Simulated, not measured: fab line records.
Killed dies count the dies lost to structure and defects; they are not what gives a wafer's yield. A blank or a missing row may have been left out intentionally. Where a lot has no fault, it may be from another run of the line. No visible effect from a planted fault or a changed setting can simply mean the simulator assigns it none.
The tool behind it: which one?    flow nand harc    39 wafers from 13 lots sampled at 5 of the route's 1302 steps

== WHAT EACH GAUGE READ, for each wafer ==
NHARC_HYBRID_BOND_OVL_MEAS_05.
lot   measured      on          overlay x nm (nm)  overlay y nm (nm)
L833  day 23 10:33  overlay-02  9 -46 -13          32 8 69
L835  day 24 04:58  overlay-02  -24 -23 31         -60 -13 -37
L834  day 24 04:57  overlay-02  49 -37 10          -29 -48 10
L836  day 24 04:57  overlay-01  -23 -5 -37         12 60 21
L837  day 24 19:44  overlay-02  4 9 44             24 13 -35
L840  day 26 19:49  overlay-02  22 -22 68          45 3 18
L841  day 27 22:28  overlay-02  3 -68 12           25 30 116
L842  day 27 09:32  overlay-01  5 31 -96           -7 -50 -12
L844  day 28 06:57  overlay-02  -6 4 -28           -54 -30 48
L847  day 29 12:37  overlay-01  40 -22 -62         11 4 -6
L853  day 31 14:52  overlay-01  -17 -38 -34        6 22 -6
L854  day 32 10:27  overlay-02  6 51 36            38 -63 -3
L856  day 33 08:35  overlay-02  -31 -1 -28         41 -37 3

NHARC_END_SORT_01.
lot   measured      on         killed at array  killed at other  killed at periphery  killed dies  killed open  killed short
L844  day 29 02:22  prober-01  130 124 157      1 0 2            3 2 0                134 126 159  6 3 3        1 4 3
L847  day 30 12:36  prober-02  110 119 140      1 0 0            8 7 7                119 126 147  3 3 5        2 3 3

== EACH LOT AND THE TOOL THAT RAN IT (in order: tool; ch and the chambers of the sampled wafers; start) ==
lot   NHARC_A_SGD_CUT_PRECLEAN_18          NHARC_HYBRID_BOND_ACTIVATE_00       NHARC_THIN_TSV_PRE_CLEAN_54
L833  wet bench-06 ch 0,3,7, day 19 00:17  rie diel-06 ch 0,2, day 23 02:26    pvd sputter-01, day 23 19:13
L835  wet bench-07 ch 1,3,7, day 19 15:40  rie diel-06 ch 0,1, day 23 16:29    pvd sputter-02, day 24 14:59
L834  wet bench-06 ch 2,3,6, day 19 15:59  rie diel-06 ch 1,2,3, day 23 16:05  pvd sputter-03, day 24 14:13
L836  wet bench-07 ch 3,4,5, day 19 18:26  rie diel-06 ch 0,1, day 23 18:27    pvd sputter-03, day 24 12:27
L837  wet bench-03 ch 1,2,5, day 20 13:53  rie diel-06 ch 2,3, day 24 10:34    pvd sputter-02, day 25 03:37
L840  wet bench-03 ch 1,2,6, day 22 17:46  rie diel-06 ch 1,2, day 26 09:14    pvd sputter-03, day 27 03:31
L841  wet bench-07 ch 0,2,4, day 23 01:52  rie diel-04 ch 1,2,3, day 27 11:13  pvd sputter-01, day 28 07:14
L842  wet bench-07 ch 1,2,7, day 23 03:44  rie diel-06 ch 0,2,3, day 27 00:11  pvd sputter-03, day 27 17:22
L844  wet bench-07 ch 0,3,5, day 23 19:27  rie diel-06 ch 1,3, day 27 21:34    pvd sputter-01, day 28 14:31
L847  wet bench-07 ch 1,5,6, day 24 19:44  rie diel-04 ch 1,2, day 29 02:49    pvd sputter-01, day 29 20:15
L853  wet bench-03 ch 4,5,7, day 27 04:55  rie diel-06 ch 0,1,3, day 31 04:11  pvd sputter-01, day 31 23:17
L854  wet bench-07 ch 0,2,5, day 28 00:56  rie diel-06 ch 0,1,3, day 31 18:29  pvd sputter-02, day 32 18:03
L856  wet bench-07 ch 0,4,7, day 29 01:31  rie diel-06 ch 2,3, day 33 00:14    pvd sputter-02, day 33 16:10
- NHARC_A_SGD_CUT_PRECLEAN_18: cleans in SC1.
- NHARC_HYBRID_BOND_ACTIVATE_00: chemistry N2, time 60 s.
- NHARC_THIN_TSV_PRE_CLEAN_54: time 30 s.

== WHAT THE TOOLS THEMSELVES READ (means of the sampled wafers that have a number; where no wafer has one, the mark that the record gives instead) ==
NHARC_A_SGD_CUT_PRECLEAN_18.
lot   tool          bath guard temp C (C)  diw flow mL min
L833  wet bench-06  49.5                   1412
L835  wet bench-07  49.9                   1416
L834  wet bench-06  50.3                   1414
L836  wet bench-07  50.0                   1415
L837  wet bench-03  49.8                   1412
L840  wet bench-03  49.3                   1416
L841  wet bench-07  49.7                   1419
L842  wet bench-07  49.9                   1414
L844  wet bench-07  49.9                   1418
L847  wet bench-07  50.1                   1417
L853  wet bench-03  50.2                   1413
L854  wet bench-07  50.1                   1417
L856  wet bench-07  49.9                   1415

NHARC_HYBRID_BOND_ACTIVATE_00.
lot   tool         drypump motor current A (A)  oes product au (a.u.)  rf vpp V (V)  showerhead plenum p Torr (Torr)
L833  rie diel-06  5.6                          0.993                  63.8          1.67
L835  rie diel-06  6.0                          0.997                  63.7          1.67
L834  rie diel-06  5.3                          1.005                  64.5          1.77
L836  rie diel-06  5.8                          0.998                  64.5          1.70
L837  rie diel-06  5.0                          1.011                  63.9          1.77
L840  rie diel-06  5.1                          1.001                  65.0          1.72
L841  rie diel-04  5.8                          1.010                  63.3          1.78
L842  rie diel-06  5.4                          0.996                  63.8          1.74
L844  rie diel-06  5.6                          0.997                  64.1          1.81
L847  rie diel-04  5.6                          1.005                  64.2          1.79
L853  rie diel-06  5.7                          1.002                  63.6          1.74
L854  rie diel-06  5.8                          0.998                  64.6          1.74
L856  rie diel-06  5.2                          0.998                  64.6          1.80

NHARC_THIN_TSV_PRE_CLEAN_54.
lot   tool            heater power w (W)
L833  pvd sputter-01  444
L835  pvd sputter-02  457
L834  pvd sputter-03  402
L836  pvd sputter-03  382
L837  pvd sputter-02  471
L840  pvd sputter-03  422
L841  pvd sputter-01  471
L842  pvd sputter-03  399
L844  pvd sputter-01  448
L847  pvd sputter-01  470
L853  pvd sputter-01  439
L854  pvd sputter-02  465
L856  pvd sputter-02  450

== THE ANSWER, worked out from the rows above alone ==
Rule: what is usual is taken from the lots themselves. Put in order of their means at a reading, lots are off if they are a third of the lots or fewer, leave a main group of 4 or more, and stand apart from it by a gap of 3 or more times the standard deviation of the main group's means; of several such gaps the widest counts. Not used: any main group whose means are identical at the precision the tables above print for the reading. Also off: a lot with no number at a reading for which 4 or more lots have one. Any other lot the step has rows for is counted as sound. Order of review: gauges by route order, followed by the tools' own readings, for which a lot's mean as printed above is used. At the first step where some lot is off, the reading lying furthest off is the one used; lots without a number count as furthest.
Across all readings shown, no lot is off: no conclusion can be drawn from this.

== WHAT WAS PUT IN BY THE SIMULATOR ==
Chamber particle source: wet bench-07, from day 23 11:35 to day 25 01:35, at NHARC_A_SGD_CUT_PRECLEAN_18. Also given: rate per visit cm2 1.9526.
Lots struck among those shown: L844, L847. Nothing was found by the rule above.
